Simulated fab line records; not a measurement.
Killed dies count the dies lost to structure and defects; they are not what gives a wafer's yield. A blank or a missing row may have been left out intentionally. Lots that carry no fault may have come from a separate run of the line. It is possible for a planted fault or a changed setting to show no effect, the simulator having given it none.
A lot that was struck, set against a sound lot | flow n5-finfet | 39 out of 1938 route steps
Sound: these wafers, L422.2, L422.4, L422.5. Wafers struck: L434.2, L434.3, L434.6. The cause comes at the end.
Order at every step that has rows: each side's tool, ch and its chambers, its first start. Under that, the readings that differ: sound wafers | struck wafers | difference of the means | sigmas: that difference in standard deviations of wafers without a fault.
alike: words and numbers the same on both sides, and readings whose means are apart by under 2 such deviations; not compared: readings that were withheld, readings missing a value for some wafer, numbers with overlapping values and no deviation given by the record, and bounds like >300 which may hide the same value.
A row with sigmas, a row that says differs or no value, or rows on one side alone: a step with any of these is where the two part. Numbers that have no deviation but don't overlap get no sigmas and don't part them. A reading that every wafer of one side lacks parts them only if that side has two wafers or more.

first, 11 steps without rows for these wafers: N5_BEOL_M0_ANNEAL_117 (time 60 s); N5_BEOL_M0_SPUTTER_132 (material Cu, target thk 4 nm, time 7.37 s); N5_BEOL_M0_ANNEAL_133 (time 60 s); N5_BEOL_M0_SPUTTER_134 (material Cu, target thk 4 nm, time 7.37 s); N5_BEOL_M0_ANNEAL_135 (time 60 s); N5_BEOL_M0_SPUTTER_141 (material Cu, target thk 4 nm, time 7.37 s); N5_BEOL_M0_ECD_118 (material Cu, target thk 300 nm); N5_BEOL_M0_ANNEAL_119 (time 90 s); N5_BEOL_M0_CMP_120 (polishes, stops on SiOC, t overpolish 6.9 s); N5_BEOL_M0_PRE_CLEAN_131 (time 15 s); N5_BEOL_M0_CO_CAP_123 (material Co, precursor CCTBA/H2, target thk 2 nm, time 102.1 s).
N5_BEOL_M0_PRE_CLEAN_124: time 15 s.
  sound on pecvd-03 ch 0,1, day 6 22:13; struck on pecvd-03 ch 0, day 10 02:55
then, 1 step without rows for these wafers: N5_BEOL_M0_DEP_125 (deposits SiCN from 3MS/NH3, target thk 8 nm, time 14 s).
N5_BEOL_M0_INSPECT_127: inspects for defects (darkfield).
  sound: defect-inspect-02 at day 6 22:19; struck: defect-inspect-01 at day 10 03:04
  reading          | sound    | struck         | difference | sigmas
  raw-defect-count | 98 58 59 | 1017 1083 1099 | +995       | +41
then, 12 steps without rows for these wafers: N5_BEOL_M1_ILD_DEP_00 (deposits SiOC from DEMS/O2, target thk 79 nm, time 15.3 s); N5_BEOL_M1_PECVD_72 (deposits SiO2 from TEOS/O2, target thk 16 nm, time 18 s); N5_BEOL_M1_HM_DEP_02 (deposits TiN, target thk 20 nm); N5_BEOL_M1_COAT_61 (time 60 s, resist thk 60 nm); N5_BEOL_M1_COAT_62 (time 60 s, resist thk 12 nm); N5_BEOL_M1_COAT_73 (time 60 s, resist thk 5 nm); N5_BEOL_M1_COAT_05 (resist thk 30 nm); N5_BEOL_M1_EBR_07; N5_BEOL_M1_SOFTBAKE_06 (time 60 s); N5_BEOL_M1_EXPOSE_08 (exposes mask M1); N5_BEOL_M1_PEB_09 (peb time 60 s); N5_BEOL_M1_DEVELOP_10 (develop time 30 s).
N5_BEOL_M1_INSPECT_13: inspects for defects (brightfield).
  sound: defect-inspect-02 at day 6 23:00; struck: defect-inspect-01 at day 10 05:14
  reading          | sound       | struck         | difference | sigmas
  raw-defect-count | 356 450 397 | 1278 1373 1463 | +970       | +10
then, 9 steps without rows for these wafers: N5_BEOL_M1_DESCUM_16 (chemistry O2, time 7 s); N5_BEOL_M1_ETCH_74 (etches underlayer in N2/H2, target depth 6.5 nm, time 5.2 s); N5_BEOL_M1_ETCH_63 (etches SiARC in CF4, target depth 15.6 nm, time 26 s); N5_BEOL_M1_ETCH_64 (etches SOC in N2/H2, target depth 75 nm, overetch 15 nm, time 112.5 s); N5_BEOL_M1_STRIP_65 (strips in N2/H2); N5_BEOL_M1_STRIP_75 (strips in N2/H2); N5_BEOL_M1_STRIP_66 (strips in CF4); N5_BEOL_M1_HM_OPEN_17 (chemistry Cl2/BCl3, target TiN, target depth 20 nm, overetch 6 nm); N5_BEOL_M1_STRIP_19 (strips in O2).
N5_BEOL_M1_INSPECT_30: inspects for defects (brightfield).
  sound: defect-inspect-01 at day 6 23:53; struck: defect-inspect-02 at day 10 06:31
  reading          | sound       | struck         | difference | sigmas
  raw-defect-count | 356 397 363 | 1302 1401 1525 | +1037      | +11
N5_BEOL_M4_RC_MEAS_101:
  sound on prober-02 ch 0, day 9 02:17; struck on prober-02 ch 0, day 12 03:47
  alike: DIBL_N, DIBL_P, IOFF_N, IOFF_P, ION_N, ION_P, SS_N, SS_P, VT_N, VT_P
-- the record jumps here: 5 days lie between the struck wafers' starts before and after (it left off in module BEOL_M4 and takes up again in module PASSIVATION, whose first step shown is number 1936 of the route) --
N5_PASSIVATION_PROBE_49:
  sound: prober-01 at day 13 15:03; struck: prober-02 at day 17 02:30
  reading                  | sound          | struck         | difference | sigmas
  defect-limited-yield (%) | 92.5 92.1 92.7 | 83.6 82.1 83.9 | -9.2       | -6
  killed_at_M0_to_M3       | 32 42 36       | 138 156 142    | +109       | +11
  killed-dies              | 89 93 86       | 193 211 190    | +109       | +6
  killed-on-rim            | 13 10 15       | 30 29 31       | +17        | +4
  sort_bin_5_function (%)  | 4.4 5.0 4.3    | 10.2 10.6 8.9  | +5.3       | +5
  sort-n-pass              | 1091 1087 1094 | 987 969 990    | -109       | -6
  sort-yield-pct (%)       | 92.5 92.1 92.7 | 83.6 82.1 83.9 | -9.2       | -6
  alike: killed_at_M4_up, killed-at-contacts, killed-at-front-end, killed-at-other, killed-open, killed-short, sort_bin_6_memory

## WHERE THEY PART
Last at N5_PASSIVATION_PROBE_49 as far as this record goes, first at N5_BEOL_M0_INSPECT_127.

WHY: what the simulator had put in
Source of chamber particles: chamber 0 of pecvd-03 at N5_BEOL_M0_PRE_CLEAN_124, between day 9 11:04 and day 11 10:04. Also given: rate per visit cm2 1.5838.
